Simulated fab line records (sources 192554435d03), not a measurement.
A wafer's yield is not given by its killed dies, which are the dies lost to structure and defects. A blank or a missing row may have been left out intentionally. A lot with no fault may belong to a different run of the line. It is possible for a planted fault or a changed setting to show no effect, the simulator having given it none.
What tool caused it? || flow n5 finfet || 24 lots with 72 wafers sampled at 2 steps, on a route of 1938 steps

WHAT THE GAUGES SHOWED, per wafer
N5_BEOL_M3_CD_MEAS_35: target cd 18 nm, target cd y 21 nm.
{"lot": "L074", "measured": "day 8 04:26", "on": "cd sem-02", "cd nm (nm)": "18.3 17.9 18.9"}
{"lot": "L076", "measured": "day 8 04:36", "on": "cd sem-02", "cd nm (nm)": "18.0 18.3 17.7"}
{"lot": "L075", "measured": "day 8 04:46", "on": "cd sem-02", "cd nm (nm)": "17.8 18.3 18.6"}
{"lot": "L077", "measured": "day 8 04:47", "on": "cd sem-03", "cd nm (nm)": "18.1 18.3 17.8"}
{"lot": "L079", "measured": "day 8 11:14", "on": "cd sem-03", "cd nm (nm)": "18.3 18.4 18.1"}
{"lot": "L078", "measured": "day 8 11:33", "on": "cd sem-01", "cd nm (nm)": "18.1 18.5 18.2"}
{"lot": "L080", "measured": "day 8 17:18", "on": "cd sem-01", "cd nm (nm)": "17.8 17.7 17.8"}
{"lot": "L081", "measured": "day 9 12:39", "on": "cd sem-03", "cd nm (nm)": "18.3 18.1 18.2"}
{"lot": "L082", "measured": "day 9 20:13", "on": "cd sem-01", "cd nm (nm)": "18.5 18.8 18.6"}
{"lot": "L084", "measured": "day 9 23:25", "on": "cd sem-02", "cd nm (nm)": "17.7 18.0 17.6"}
{"lot": "L083", "measured": "day 9 23:27", "on": "cd sem-03", "cd nm (nm)": "18.2 18.2 18.4"}
{"lot": "L086", "measured": "day 11 03:13", "on": "cd sem-03", "cd nm (nm)": "17.7 17.9 18.0"}
{"lot": "L088", "measured": "day 11 03:15", "on": "cd sem-02", "cd nm (nm)": "18.5 18.3 18.0"}
{"lot": "L087", "measured": "day 11 03:42", "on": "cd sem-02", "cd nm (nm)": "18.2 18.2 18.2"}
{"lot": "L085", "measured": "day 11 04:09", "on": "cd sem-02", "cd nm (nm)": "18.0 18.0 17.8"}
{"lot": "L090", "measured": "day 11 06:52", "on": "cd sem-03", "cd nm (nm)": "18.1 17.7 18.0"}
{"lot": "L089", "measured": "day 11 08:50", "on": "cd sem-01", "cd nm (nm)": "18.0 18.1 17.6"}
{"lot": "L091", "measured": "day 11 10:37", "on": "cd sem-01", "cd nm (nm)": "17.4 18.0 17.7"}
{"lot": "L092", "measured": "day 11 16:19", "on": "cd sem-03", "cd nm (nm)": "19.2 18.2 18.3"}
{"lot": "L093", "measured": "day 12 13:05", "on": "cd sem-03", "cd nm (nm)": "18.6 18.1 18.2"}
{"lot": "L095", "measured": "day 12 13:28", "on": "cd sem-03", "cd nm (nm)": "18.6 18.3 18.0"}
{"lot": "L094", "measured": "day 12 16:05", "on": "cd sem-03", "cd nm (nm)": "18.6 18.0 18.1"}
{"lot": "L096", "measured": "day 13 00:27", "on": "cd sem-02", "cd nm (nm)": "18.4 18.3 18.2"}
{"lot": "L097", "measured": "day 13 22:54", "on": "cd sem-03", "cd nm (nm)": "18.2 17.4 17.7"}

EACH LOT AND THE TOOL THAT RAN IT (in order: tool; ch and the chambers of the sampled wafers; start)
{"lot": "L074", "N5_BEOL_M3_ETCH_41": "rie diel-03 ch 1,2,3, day 8 04:26 or earlier"}
{"lot": "L076", "N5_BEOL_M3_ETCH_41": "rie diel-04 ch 2,3, day 8 04:36 or earlier"}
{"lot": "L075", "N5_BEOL_M3_ETCH_41": "rie diel-02 ch 0,1,3, day 8 04:46 or earlier"}
{"lot": "L077", "N5_BEOL_M3_ETCH_41": "rie diel-03 ch 0,2, day 8 04:47 or earlier"}
{"lot": "L079", "N5_BEOL_M3_ETCH_41": "rie diel-02 ch 0,2, day 8 11:14 or earlier"}
{"lot": "L078", "N5_BEOL_M3_ETCH_41": "rie diel-04 ch 0,1,2, day 8 11:33 or earlier"}
{"lot": "L080", "N5_BEOL_M3_ETCH_41": "rie diel-02 ch 0,1, day 8 17:18 or earlier"}
{"lot": "L081", "N5_BEOL_M3_ETCH_41": "rie diel-02 ch 0,3, day 9 12:39 or earlier"}
{"lot": "L082", "N5_BEOL_M3_ETCH_41": "rie diel-04 ch 0,2,3, day 9 20:13 or earlier"}
{"lot": "L084", "N5_BEOL_M3_ETCH_41": "rie diel-03 ch 0,2,3, day 9 23:25 or earlier"}
{"lot": "L083", "N5_BEOL_M3_ETCH_41": "rie diel-04 ch 0,2, day 9 23:27 or earlier"}
{"lot": "L086", "N5_BEOL_M3_ETCH_41": "rie diel-02 ch 1,2, day 11 03:13 or earlier"}
{"lot": "L088", "N5_BEOL_M3_ETCH_41": "rie diel-04 ch 1,3, day 11 03:15 or earlier"}
{"lot": "L087", "N5_BEOL_M3_ETCH_41": "rie diel-04 ch 1,3, day 11 03:42 or earlier"}
{"lot": "L085", "N5_BEOL_M3_ETCH_41": "rie diel-03 ch 1,3, day 11 04:09 or earlier"}
{"lot": "L090", "N5_BEOL_M3_ETCH_41": "rie diel-02 ch 1,2,3, day 11 06:52 or earlier"}
{"lot": "L089", "N5_BEOL_M3_ETCH_41": "rie diel-02 ch 1,2,3, day 11 08:50 or earlier"}
{"lot": "L091", "N5_BEOL_M3_ETCH_41": "rie diel-02 ch 2,3, day 11 10:37 or earlier"}
{"lot": "L092", "N5_BEOL_M3_ETCH_41": "rie diel-02 ch 1,3, day 11 16:19 or earlier"}
{"lot": "L093", "N5_BEOL_M3_ETCH_41": "rie diel-02 ch 1,2, day 12 13:05 or earlier"}
{"lot": "L095", "N5_BEOL_M3_ETCH_41": "rie diel-02 ch 1,2,3, day 12 13:28 or earlier"}
{"lot": "L094", "N5_BEOL_M3_ETCH_41": "rie diel-02 ch 2,3, day 12 16:05 or earlier"}
{"lot": "L096", "N5_BEOL_M3_ETCH_41": "rie diel-04 ch 1,2, day 13 00:27 or earlier"}
{"lot": "L097", "N5_BEOL_M3_ETCH_41": "rie diel-02 ch 0,1,2, day 13 22:54 or earlier"}
- N5_BEOL_M3_ETCH_41: etches SiCN in CH3F/O2, target depth 29.9 nm, time 52.5 s.

AS READ BY THE TOOLS THEMSELVES (means over the sampled wafers that have a number; for cases with no such wafer, the mark the record gives instead)
N5_BEOL_M3_ETCH_41.
{"lot": "L074", "tool": "rie diel-03", "bias w (W)": 75.23, "drypump motor current A (A)": 5.9, "mfc ar sccm (sccm)": 149.9, "oes product au (a.u.)": 0.74, "rf vpp V (V)": 297.6, "showerhead plenum p Torr (Torr)": 2.02, "throttle valve pct (%)": 16.23}
{"lot": "L076", "tool": "rie diel-04", "bias w (W)": 74.76, "drypump motor current A (A)": 5.9, "mfc ar sccm (sccm)": 150.1, "oes product au (a.u.)": 0.73, "rf vpp V (V)": 297.9, "showerhead plenum p Torr (Torr)": 1.99, "throttle valve pct (%)": 16.21}
{"lot": "L075", "tool": "rie diel-02", "bias w (W)": 75.13, "drypump motor current A (A)": 6.3, "mfc ar sccm (sccm)": 149.3, "oes product au (a.u.)": 0.75, "rf vpp V (V)": 297.7, "showerhead plenum p Torr (Torr)": 2.03, "throttle valve pct (%)": 16.43}
{"lot": "L077", "tool": "rie diel-03", "bias w (W)": 74.88, "drypump motor current A (A)": 5.4, "mfc ar sccm (sccm)": 149.9, "oes product au (a.u.)": 0.72, "rf vpp V (V)": 297.0, "showerhead plenum p Torr (Torr)": 1.98, "throttle valve pct (%)": 16.61}
{"lot": "L079", "tool": "rie diel-02", "bias w (W)": 74.69, "drypump motor current A (A)": 5.3, "mfc ar sccm (sccm)": 150.5, "oes product au (a.u.)": 0.78, "rf vpp V (V)": 298.4, "showerhead plenum p Torr (Torr)": 2.06, "throttle valve pct (%)": 16.67}
{"lot": "L078", "tool": "rie diel-04", "bias w (W)": 74.99, "drypump motor current A (A)": 5.5, "mfc ar sccm (sccm)": 150.1, "oes product au (a.u.)": 0.77, "rf vpp V (V)": 296.0, "showerhead plenum p Torr (Torr)": 1.92, "throttle valve pct (%)": 16.04}
{"lot": "L080", "tool": "rie diel-02", "bias w (W)": 75.10, "drypump motor current A (A)": 6.0, "mfc ar sccm (sccm)": 150.5, "oes product au (a.u.)": 0.69, "rf vpp V (V)": 298.9, "showerhead plenum p Torr (Torr)": 2.06, "throttle valve pct (%)": 16.76}
{"lot": "L081", "tool": "rie diel-02", "bias w (W)": 75.15, "drypump motor current A (A)": 6.0, "mfc ar sccm (sccm)": 150.2, "oes product au (a.u.)": 0.74, "rf vpp V (V)": 297.8, "showerhead plenum p Torr (Torr)": 2.03, "throttle valve pct (%)": 16.58}
{"lot": "L082", "tool": "rie diel-04", "bias w (W)": 74.98, "drypump motor current A (A)": 5.8, "mfc ar sccm (sccm)": 150.3, "oes product au (a.u.)": 0.73, "rf vpp V (V)": 296.2, "showerhead plenum p Torr (Torr)": 1.94, "throttle valve pct (%)": 16.20}
{"lot": "L084", "tool": "rie diel-03", "bias w (W)": 75.09, "drypump motor current A (A)": 5.5, "mfc ar sccm (sccm)": 150.1, "oes product au (a.u.)": 0.73, "rf vpp V (V)": 297.3, "showerhead plenum p Torr (Torr)": 1.99, "throttle valve pct (%)": 16.46}
{"lot": "L083", "tool": "rie diel-04", "bias w (W)": 75.16, "drypump motor current A (A)": 5.7, "mfc ar sccm (sccm)": 150.3, "oes product au (a.u.)": 0.73, "rf vpp V (V)": 295.7, "showerhead plenum p Torr (Torr)": 1.89, "throttle valve pct (%)": 16.19}
{"lot": "L086", "tool": "rie diel-02", "bias w (W)": 74.84, "drypump motor current A (A)": 5.9, "mfc ar sccm (sccm)": 150.2, "oes product au (a.u.)": 0.75, "rf vpp V (V)": 298.5, "showerhead plenum p Torr (Torr)": 2.05, "throttle valve pct (%)": 16.43}
{"lot": "L088", "tool": "rie diel-04", "bias w (W)": 74.77, "drypump motor current A (A)": 5.6, "mfc ar sccm (sccm)": 149.6, "oes product au (a.u.)": 0.77, "rf vpp V (V)": 296.6, "showerhead plenum p Torr (Torr)": 1.94, "throttle valve pct (%)": 16.06}
{"lot": "L087", "tool": "rie diel-04", "bias w (W)": 75.04, "drypump motor current A (A)": 5.9, "mfc ar sccm (sccm)": 150.0, "oes product au (a.u.)": 0.74, "rf vpp V (V)": 296.7, "showerhead plenum p Torr (Torr)": 1.96, "throttle valve pct (%)": 16.21}
{"lot": "L085", "tool": "rie diel-03", "bias w (W)": 74.85, "drypump motor current A (A)": 6.1, "mfc ar sccm (sccm)": 149.0, "oes product au (a.u.)": 0.71, "rf vpp V (V)": 299.1, "showerhead plenum p Torr (Torr)": 2.04, "throttle valve pct (%)": 16.13}
{"lot": "L090", "tool": "rie diel-02", "bias w (W)": 74.95, "drypump motor current A (A)": 6.0, "mfc ar sccm (sccm)": 150.0, "oes product au (a.u.)": 0.81, "rf vpp V (V)": 298.1, "showerhead plenum p Torr (Torr)": 2.02, "throttle valve pct (%)": 16.25}
{"lot": "L089", "tool": "rie diel-02", "bias w (W)": 75.01, "drypump motor current A (A)": 6.0, "mfc ar sccm (sccm)": 149.8, "oes product au (a.u.)": 0.81, "rf vpp V (V)": 298.5, "showerhead plenum p Torr (Torr)": 2.02, "throttle valve pct (%)": 16.24}
{"lot": "L091", "tool": "rie diel-02", "bias w (W)": 74.69, "drypump motor current A (A)": 5.3, "mfc ar sccm (sccm)": 150.0, "oes product au (a.u.)": 0.88, "rf vpp V (V)": 298.3, "showerhead plenum p Torr (Torr)": 2.03, "throttle valve pct (%)": 16.15}
{"lot": "L092", "tool": "rie diel-02", "bias w (W)": 74.84, "drypump motor current A (A)": 6.6, "mfc ar sccm (sccm)": 150.4, "oes product au (a.u.)": 0.79, "rf vpp V (V)": 296.8, "showerhead plenum p Torr (Torr)": 1.99, "throttle valve pct (%)": 16.16}
{"lot": "L093", "tool": "rie diel-02", "bias w (W)": 74.94, "drypump motor current A (A)": 5.9, "mfc ar sccm (sccm)": 149.5, "oes product au (a.u.)": 0.74, "rf vpp V (V)": 297.7, "showerhead plenum p Torr (Torr)": 2.05, "throttle valve pct (%)": 16.45}
{"lot": "L095", "tool": "rie diel-02", "bias w (W)": 74.73, "drypump motor current A (A)": 6.0, "mfc ar sccm (sccm)": 150.1, "oes product au (a.u.)": 0.79, "rf vpp V (V)": 297.8, "showerhead plenum p Torr (Torr)": 2.02, "throttle valve pct (%)": 16.26}
{"lot": "L094", "tool": "rie diel-02", "bias w (W)": 75.05, "drypump motor current A (A)": 5.3, "mfc ar sccm (sccm)": 150.1, "oes product au (a.u.)": 0.86, "rf vpp V (V)": 297.5, "showerhead plenum p Torr (Torr)": 2.02, "throttle valve pct (%)": 16.15}
{"lot": "L096", "tool": "rie diel-04", "bias w (W)": 74.98, "drypump motor current A (A)": 5.3, "mfc ar sccm (sccm)": 150.2, "oes product au (a.u.)": 0.78, "rf vpp V (V)": 296.0, "showerhead plenum p Torr (Torr)": 1.94, "throttle valve pct (%)": 15.98}
{"lot": "L097", "tool": "rie diel-02", "bias w (W)": 74.93, "drypump motor current A (A)": 5.6, "mfc ar sccm (sccm)": 150.0, "oes product au (a.u.)": 0.82, "rf vpp V (V)": 297.6, "showerhead plenum p Torr (Torr)": 2.05, "throttle valve pct (%)": 16.42}

THE ANSWER, worked out from the rows above alone
Rule: the usual values come from the lots themselves. Put in order of their means at a reading, lots are off if they are a third of the lots or fewer, leave a main group of 4 or more, and stand apart from it by a gap of 3 or more times the standard deviation of the main group's means; of several such gaps the widest counts. Not used: any main group whose means are identical at the precision the tables above print for the reading. Also off: a lot with no number at a reading for which 4 or more lots have one. Any other lot the step has rows for is counted as sound. First the gauges in route order, then the tools' own readings, where a lot's mean is used as printed above. At the first step where some lot is off, the reading lying furthest off is the one used; lots without a number count as furthest.
Nothing can be told from this: no lot is off at any reading shown.

WHAT HAD BEEN PUT IN BY THE SIMULATOR
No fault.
